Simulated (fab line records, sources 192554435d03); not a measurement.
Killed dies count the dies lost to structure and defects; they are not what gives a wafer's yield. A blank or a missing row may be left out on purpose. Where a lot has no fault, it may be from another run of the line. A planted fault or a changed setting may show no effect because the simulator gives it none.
Comparing a struck lot with a sound one / flow n5Finfet / 15 steps out of a route of 1938
Sound: these wafers, L223.1, L223.2, L223.6. Struck: wafer L227.5. (L227.1 of the same lot was not struck and is left out.) The cause comes at the end.
Each step with rows lists, per side, the tool, then ch with its chambers, then its first start. Under that, the readings that differ: sound wafers / struck wafers / difference of the means / sigmas: that difference in standard deviations of wafers without a fault.
alike: a reading whose means differ by less than 2 such deviations, as well as words and numbers matching on both sides. not compared: withheld readings; readings where some wafer has no value; bounds like >300 that might hide an equal value; numbers whose values overlap and for which the record gives no deviation.
The two part at a step that has a row with sigmas, a row that says differs or no value, or rows on one side only. Numbers that have no deviation but don't overlap get no sigmas and don't part them. A reading missing from all wafers of one side parts the sides only when that side holds two or more wafers.

first, 7 steps without rows for these wafers: N5_MOL_CONTACT_COAG_COAT_58 (time 60 s, resist thk 10 nm); N5_MOL_CONTACT_COAG_COAT_02 (resist thk 30 nm); N5_MOL_CONTACT_COAG_EBR_04; N5_MOL_CONTACT_COAG_SOFTBAKE_03 (time 60 s); N5_MOL_CONTACT_COAG_EXPOSE_05 (exposes mask CA, defocus 0 nm); N5_MOL_CONTACT_COAG_PEB_06 (peb time 60 s); N5_MOL_CONTACT_COAG_DEVELOP_07 (develop time 30 s).
N5_MOL_CONTACT_COAG_CD_MEAS_08: target cd 28 nm.
  sound on cdSem-01 ch 0, day 6 04:59; struck on cdSem-02 ch 0, day 7 02:17
  alike: cdNm
N5_MOL_CONTACT_COAG_OVL_MEAS_09:
  sound on overlay-01 ch 0, day 6 05:01; struck on overlay-02 ch 0, day 7 02:19
  alike: CA_OVL
N5_MOL_CONTACT_COAG_INSPECT_10: inspects for defects (brightfield).
  sound: defectInspect-01 at day 6 05:04; struck: defectInspect-01 at day 7 02:22
  alike: rawDefectCount
N5_MOL_CONTACT_COAG_DESCUM_13: chemistry O2, time 7 s.
  sound on rieDiel-06 ch 0,2, day 6 05:06; struck on rieDiel-06 ch 1, day 7 02:26
reading=oesProductAu (a.u.); sound=0.72 0.99 0.98; struck=0.69; difference=-0.21; sigmas=-2
  alike: chamberPressureMTorr, drypumpMotorCurrentA, rfVppV, showerheadPlenumPTorr, throttleValvePct
  not compared: rfHoursCounterH
N5_MOL_CONTACT_COAG_ETCH_59: etches underlayer in N2/H2, target depth 13 nm, time 10.4 s.
  sound on rieDiel-06 ch 0,2, day 6 05:08; struck on rieDiel-06 ch 1, day 7 02:28
reading=oesProductAu (a.u.); sound=0.63 0.84 0.84; struck=0.59; difference=-0.18; sigmas=-2
  alike: chamberPressureMTorr, drypumpMotorCurrentA, etchRfOnTimeS, rfVppV, showerheadPlenumPTorr, throttleValvePct
  not compared: rfHoursCounterH
N5_MOL_CONTACT_COAG_ETCH_105: etches SiARC in CF4, target depth 15.6 nm, time 26 s.
  sound on rieDiel-06 ch 0,2, day 6 05:10; struck on rieDiel-06 ch 1, day 7 02:29
reading=etchRfOnTimeS (s); sound=24.8 25.0 24.9; struck=19.2; difference=-5.7; sigmas=-8
  alike: cf4FlowSccm, chamberPressureMTorr, drypumpMotorCurrentA, oesProductAu, rfVppV, showerheadPlenumPTorr, throttleValvePct
  not compared: rfHoursCounterH
N5_MOL_CONTACT_COAG_ETCH_106: etches SOC in N2/H2, target depth 80 nm, overetch 16 nm, time 120 s.
  sound on rieDiel-06 ch 0,2, day 6 05:11; struck on rieDiel-06 ch 1, day 7 02:31
reading=oesProductAu (a.u.); sound=0.64 0.86 0.86; struck=0.61; difference=-0.18; sigmas=-2
  alike: chamberPressureMTorr, drypumpMotorCurrentA, rfVppV, showerheadPlenumPTorr, throttleValvePct
  not compared: rfHoursCounterH
N5_PASSIVATION_PROBE_49:
  rows exist in the record for the sound wafers here (prober-01, day 14 03:52), none for the struck ones

== WHERE THEY PART ==
At N5_MOL_CONTACT_COAG_DESCUM_13 first; at N5_PASSIVATION_PROBE_49 last (within this record only).

WHY: whatever the simulator had introduced
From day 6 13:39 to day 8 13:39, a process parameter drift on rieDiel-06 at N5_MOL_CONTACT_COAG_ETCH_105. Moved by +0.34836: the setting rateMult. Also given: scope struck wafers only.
